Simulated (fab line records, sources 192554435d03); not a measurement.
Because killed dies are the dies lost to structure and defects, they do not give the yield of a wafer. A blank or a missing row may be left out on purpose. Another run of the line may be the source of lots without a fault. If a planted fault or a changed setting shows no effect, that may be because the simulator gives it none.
Split-lot study | flow n5-finfet | on a route of 1938 steps: 7 lots, 21 wafers read

## THE SPLIT ITSELF
At N5_BEOL_M0_SAQP_ETCH_84 (etches SOC in N2/H2, target depth 100 nm, overetch 20 nm, time 150 s), the setting time-s was moved away from the recipe's 150 s on 6 of the 21 wafers read, by -21.0% to +17.7%. This setting was run at the recipe's value on the other wafers.

## FROM SPLIT TO READING: 1 step shown by the file between the two
- N5_BEOL_M0_SAQP_STRIP_80: strips in N2/H2

## THE READING
SiARC_of_BEOL_M0_SAQP_COAT_82.thk-nm (the simulator's own value, which no gauge read), in nm, at N5_BEOL_M0_SAQP_HM_OPEN_112 (chemistry CHF3/O2, target SiO2, stops on a-Si, target depth 12 nm, time 13.5 s). There is no usual value for it anywhere in the file. Average 5.3 nm, standard deviation 0.31 nm, over the 15 wafers here run with the recipe.

wafer  | tool, chamber at the split | time-s as run, s | against the recipe | SiARC_of_BEOL_M0_SAQP_COAT_82.thk-nm, nm | against lot-mates on the recipe
L080.2 | rie-diel-04, 1             | 131.2            | -12.5%             | 5.6                                      | +0.6
L080.3 | rie-diel-04, 2             | 150              | recipe             | 5                                        | -
L080.4 | rie-diel-04, 0             | 131.2            | -12.5%             | 6                                        | +1.0
L085.3 | rie-diel-04, 2             | 150              | recipe             | 5.2                                      | -
L085.5 | rie-diel-04, 0             | 150              | recipe             | 5.6                                      | -
L085.6 | rie-diel-04, 3             | 176.6            | +17.7%             | 4                                        | -1.4
L088.2 | rie-diel-05, 2             | 118.5            | -21.0%             | 7.2                                      | +1.5
L088.3 | rie-diel-05, 0             | 150              | recipe             | 5.4                                      | -
L088.5 | rie-diel-05, 2             | 150              | recipe             | 6                                        | -
L089.3 | rie-diel-05, 1,3           | 150              | recipe             | 5.4                                      | -
L089.4 | rie-diel-05, 1,3           | 150              | recipe             | 5.2                                      | -
L089.6 | rie-diel-05, 1             | 150              | recipe             | 5.2                                      | -
L090.1 | rie-diel-04, 0             | 139.9            | -6.7%              | 5.8                                      | +0.6
L090.4 | rie-diel-04, 2             | 139.9            | -6.7%              | 6                                        | +0.8
L090.5 | rie-diel-04, 3             | 150              | recipe             | 5.2                                      | -
L091.2 | rie-diel-04, 0,0,1         | 150              | recipe             | 5.2                                      | -
L091.5 | rie-diel-04, 0,0,1         | 150              | recipe             | 5.2                                      | -
L091.6 | rie-diel-04, 0,0,1         | 150              | recipe             | 5                                        | -
L095.1 | rie-diel-05, 3             | 150              | recipe             | 5.4                                      | -
L095.2 | rie-diel-05, 0             | 150              | recipe             | 5                                        | -
L095.4 | rie-diel-05, 2             | 150              | recipe             | 6                                        | -
When a row names more than one chamber, that row covers several wafers, and the file does not tell which wafer ran in which chamber.

FIT RESULTS
A straight line over all 21 wafers: SiARC_of_BEOL_M0_SAQP_COAT_82.thk-nm changes by -0.0715 nm for each +1% of time-s; r = -0.85; the points scatter about the line by 0.33 nm.
The same after taking each lot's own level away (the mean of its wafers on the recipe; 21 wafers): -0.0739 nm for each +1%; r = -0.92; scatter 0.23 nm.
Per that fit: largest time-s move, reading shift of 1.6 nm.
The lots' own levels span 5.00 to 5.70 nm, that is 2.3 times the standard deviation above.
So the lot-to-lot level changes the slope little: the two slopes agree.
Check: +1.59 nm against its lot-mates is what the line predicts for one of the wafers moved furthest among these (-21.0%) when that wafer is left out of the fit. It came out at +1.5 nm against them.

## OTHER SPLITS APPLIED TO THESE WAFERS
Other splits were also applied to these wafers ahead of the reading. Each is held against what the fit with the lots' levels taken away leaves over:
other split on the same wafers          | wafers away from the commonest value | r with SiARC_of_BEOL_M0_SAQP_COAT_82.thk-nm (lot level and that fit taken away)
N5_MOL_CONTACT_COAG_ETCHBACK_135 time-s | 9                                    | -0.05
N5_MOL_CONTACT_COAG_VIA_ETCH_46 bias-w  | 8                                    | -0.02
N5_BEOL_M0_SAQP_EXPOSE_11 dose-mj       | 9                                    | +0.19

## THE WHOLE CHAIN: every reading that the file lists as answering this split, in the file's order
step                        | what it does                                                                   | reading                                                                               | change (the file's fit)                | r (the file's)
N5_BEOL_M0_SAQP_ETCH_84     | etches SOC in N2/H2, target depth 100 nm, overetch 20 nm, time 150 s           | SiARC_of_BEOL_M0_SAQP_COAT_82.thk-nm (the simulator's own value, which no gauge read) | -0.0652 nm for each +1% of the setting | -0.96
N5_BEOL_M0_SAQP_HM_OPEN_112 | chemistry CHF3/O2, target SiO2, stops on a-Si, target depth 12 nm, time 13.5 s | SiARC_of_BEOL_M0_SAQP_COAT_82.thk-nm (the simulator's own value, which no gauge read) | -0.0742 nm for each +1% of the setting | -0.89

## THE FILE'S OWN FIT
SiARC_of_BEOL_M0_SAQP_COAT_82.thk-nm changes by -0.0742 nm for each +1% of time-s, r = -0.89.
